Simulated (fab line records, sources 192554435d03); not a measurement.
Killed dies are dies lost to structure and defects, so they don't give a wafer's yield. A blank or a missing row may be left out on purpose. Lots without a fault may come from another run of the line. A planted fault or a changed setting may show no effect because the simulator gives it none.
Problem report in the 8D (eight disciplines) form, filled by code | flow n5_finfet | the parts of the form that need people (team, actions taken, sign-off) are left out

1. THE PROBLEM
spin_speed_rpm at N5_BEOL_M9_COAT_05 reads a mean of 1562.0 rpm on 6 wafers of 2 lots; wafers without a fault read 1500.1 rpm with a standard deviation of 1.1. That is +56 standard deviations from the usual mean.
The step: resist thk 90 nm.
First seen on wafer L257.2, day 13 00:34, on litho_track-03. The record holds 18 wafers of 6 lots with a number at this step. Rule for "out", or "out of limits": more than 4 standard deviations from the usual mean. The other wafers with a number count as sound.

2. WHAT IT IS AND WHAT IT IS NOT
question                    | is                     | is not
which readings at this step | spin_speed_rpm         | -
which lots                  | L257, L261             | L245, L248, L252, L266
which wafers of those lots  | all that have a number | -
read on which tools         | litho_track-03         | litho_track-01, litho_track-04
when                        | from day 13 00:34      | up to then (9 sound wafers); but 3 sound wafers of L266 came after

3. SUSPECTS, AND WHAT RULES EACH OUT
Counting: a tool at a process step up to the reading stays a suspect if it ran every lot that is out and no sound lot after the first of them.
- litho_track-03 at N5_BEOL_M9_COAT_05 (resist thk 90 nm): kept. It ran every lot that is out, first L257 (day 13 00:34), and no sound lot after that; its last sound lot up to then is L252 (day 10 22:43). Its own readings are out on those wafers: spin_speed_rpm.
Left after counting: litho_track-03 at N5_BEOL_M9_COAT_05.

4. THE CAUSE (what the simulator had put in)
Process parameter drift: litho_track-03, from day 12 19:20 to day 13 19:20, at N5_BEOL_M9_COAT_05. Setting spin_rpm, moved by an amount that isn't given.
Counting left only this tool.

5. THE CHAIN OF EFFECTS, in route order
Each row: a reading whose mean over the struck wafers that have a number lies more than 3 standard deviations from the usual. Only readings for which the record gives a usual standard deviation are gone through. hours: the time from each lot's start at the first step in this table that gives one to its start at this step, as a median over the lots. sigmas: the change in usual standard deviations.
hours | step               | reading        | usual      | on struck wafers | change | sigmas
0     | N5_BEOL_M9_COAT_05 | spin_speed_rpm | 1500.1 rpm | 1562.0           | +61.9  | +56
The process steps in it:
- N5_BEOL_M9_COAT_05: resist thk 90 nm.
Later measuring or inspecting steps at which every struck wafer that the step has a row for has a number for every such reading, and none has moved that far: N5_BEOL_M9_CD_MEAS_11, N5_BEOL_M9_OVL_MEAS_12, N5_BEOL_M9_INSPECT_13.

6. WHAT WOULD HAVE CAUGHT IT SOONER
In this record the first reading out of limits was taken at day 13 00:34, 5 hours after the fault began at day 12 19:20.
